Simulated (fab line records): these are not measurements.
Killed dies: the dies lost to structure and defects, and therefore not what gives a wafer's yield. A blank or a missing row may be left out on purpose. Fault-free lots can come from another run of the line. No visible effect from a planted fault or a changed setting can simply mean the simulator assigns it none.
A struck lot beside a sound one	flow nand-harc	13 out of 1302 route steps
Sound: wafers L766.1, L766.3, L766.4. Wafers struck: L775.2, L775.5, L775.6. At the end, the cause is stated.
At each step with rows: each side's tool, then ch and its chambers, then its first start. Under that, the readings that differ: sound wafers	struck wafers	difference of the means	sigmas: that difference in standard deviations of wafers without a fault.
alike: same words and numbers on both sides, and readings whose means sit less than 2 such deviations apart. not compared: any withheld reading, any reading some wafer has no value for, any bound like >300 that may hide the same value, and any number with overlapping values for which the record gives no deviation.
A row with sigmas, a row that says differs or no value, or rows on one side alone: a step with any of these is where the two part. When numbers do not overlap yet have no deviation, they are printed without sigmas and do not part them. A reading that every wafer of one side lacks parts them only if that side has two wafers or more.

NHARC_P_CONTACT_CMP_24: polishes, t overpolish 30 s, target thk 200 nm.
  sound on cmp-02 ch 1,2,3, day 8 01:58; struck on cmp-01 ch 0,2,3, day 12 02:04
  alike: motor-current-A, overpolish-run-s, time-to-endpoint-s
next, for these wafers, 1 step has no rows: NHARC_P_CONTACT_SRD_26.
NHARC_P_CONTACT_INSPECT_27:
  sound on defect-inspect-01 at day 8 02:23; struck on defect-inspect-02 at day 12 02:25
  alike: raw-defect-count
then, 8 steps without rows for these wafers: NHARC_P_M0_DEP_00 (deposits SiOC, target thk 150 nm); NHARC_P_M0_DEHYDRATE_01 (time 120 s); NHARC_P_M0_HMDS_02 (time 30 s); NHARC_P_M0_COAT_33 (time 65 s); NHARC_P_M0_COAT_03 (resist thk 90 nm); NHARC_P_M0_SOFTBAKE_04 (time 55 s); NHARC_P_M0_EBR_05; NHARC_P_M0_EXPOSE_06 (exposes mask P M0, target cd 90 nm).
NHARC_P_M0_PEB_07: peb time 65 s.
  sound on litho-track-06 ch 0, day 8 03:13; struck on litho-track-01 ch 0, day 12 03:07
reading	sound	struck	difference	sigmas
heater-power-total-W (W)	157.1 156.9 157.2	151.4 151.4 151.4	-5.7	-13
plate-temp-C (C)	99.94 99.76 99.99	97.53 97.42 97.39	-2.45	-19
then, 1 step without rows for these wafers: NHARC_P_M0_DEVELOP_08 (develop time 35 s).

== WHERE THEY PART ==
Within this record, at NHARC_P_M0_PEB_07 only.

WHY: what had been put in by the simulator
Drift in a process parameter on litho-track-01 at NHARC_P_M0_PEB_07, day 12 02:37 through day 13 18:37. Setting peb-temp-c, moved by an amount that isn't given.
